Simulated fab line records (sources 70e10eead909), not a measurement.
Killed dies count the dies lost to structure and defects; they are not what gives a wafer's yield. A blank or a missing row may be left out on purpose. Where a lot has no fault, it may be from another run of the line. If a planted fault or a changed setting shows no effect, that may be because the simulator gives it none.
Chamber matching :: flow nand-harc :: NHARC_P_M2_PRE_CLEAN_32 on pecvd-03 has 3 sister chambers
The step time 12 s. 14 wafers are shown with their chamber, then 7 later ones without.

EACH WAFER AND ITS CHAMBER
wafer: L200.2
chamber: 0
heater-power-w (W): 563
rf-fwd-power-W (W): 291.6

wafer: L200.3
chamber: 1
heater-power-w (W): 612
rf-fwd-power-W (W): 293.5

wafer: L200.6
chamber: 0
heater-power-w (W): 544
rf-fwd-power-W (W): 291.6

wafer: L202.3
chamber: 0
heater-power-w (W): 531
rf-fwd-power-W (W): 291.9

wafer: L202.4
chamber: 2
heater-power-w (W): 612
rf-fwd-power-W (W): 292.0

wafer: L202.6
chamber: 1
heater-power-w (W): 715
rf-fwd-power-W (W): 292.7

wafer: L203.1
chamber: 0
heater-power-w (W): 534
rf-fwd-power-W (W): 293.8

wafer: L203.2
chamber: 1
heater-power-w (W): 696
rf-fwd-power-W (W): 293.2

wafer: L203.5
chamber: 2
heater-power-w (W): 666
rf-fwd-power-W (W): 291.1

wafer: L205.1
chamber: 0
heater-power-w (W): 538
rf-fwd-power-W (W): 293.9

wafer: L205.5
chamber: 2
heater-power-w (W): 680
rf-fwd-power-W (W): 290.6

wafer: L205.6
chamber: 1
heater-power-w (W): 639
rf-fwd-power-W (W): 292.4

wafer: L213.1
chamber: 2
heater-power-w (W): 589
rf-fwd-power-W (W): 292.3

wafer: L213.3
chamber: 0
heater-power-w (W): 533
rf-fwd-power-W (W): 292.1

SIGNATURES (averages over the wafers above)
reading: heater-power-w
chamber 0: 540.50
chamber 1: 665.50
chamber 2: 636.75
scatter within a chamber: 34.7

reading: rf-fwd-power-W
chamber 0: 292.483
chamber 1: 292.950
chamber 2: 291.500
scatter within a chamber: 0.873
Rule: a wafer's distance from a chamber is the root of the sum, over the readings, of the square of ((its reading less the chamber's mean) divided by the reading's scatter). If the next closest chamber is less than 2 further off than the closest, the wafer can't be placed; otherwise it belongs to the closest. How the scatter is found: for the shown wafers, subtract from each reading the mean of its chamber, square and add these, divide the total by (wafers less chambers), then take the root.

WAFERS WHOSE CHAMBER IS MISSING
wafer: L213.4
heater-power-w (W): 597
rf-fwd-power-W (W): 292.1

wafer: L212.4
heater-power-w (W): 551
rf-fwd-power-W (W): 292.9

wafer: L212.5
heater-power-w (W): 587
rf-fwd-power-W (W): 292.8

wafer: L212.6
heater-power-w (W): 681
rf-fwd-power-W (W): 290.9

wafer: L214.1
heater-power-w (W): 558
rf-fwd-power-W (W): 292.7

wafer: L214.3
heater-power-w (W): 648
rf-fwd-power-W (W): 291.6

wafer: L214.4
heater-power-w (W): 557
rf-fwd-power-W (W): 292.9

WHICH CHAMBER EACH ONE RAN IN
wafer: L213.4
from the rows above: can't be placed: 2 or 0 or 1
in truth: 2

wafer: L212.4
from the rows above: 0
in truth: 0

wafer: L212.5
from the rows above: can't be placed: 0 or 2 or 1
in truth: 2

wafer: L212.6
from the rows above: can't be placed: 2 or 1
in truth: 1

wafer: L214.1
from the rows above: 0
in truth: 0

wafer: L214.3
from the rows above: can't be placed: 2 or 1
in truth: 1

wafer: L214.4
from the rows above: 0
in truth: 0
Placed correctly: 3 of 7. Unplaceable from these rows: 4, with the true chamber sitting among the candidates in 4. Number placed wrongly: 0.
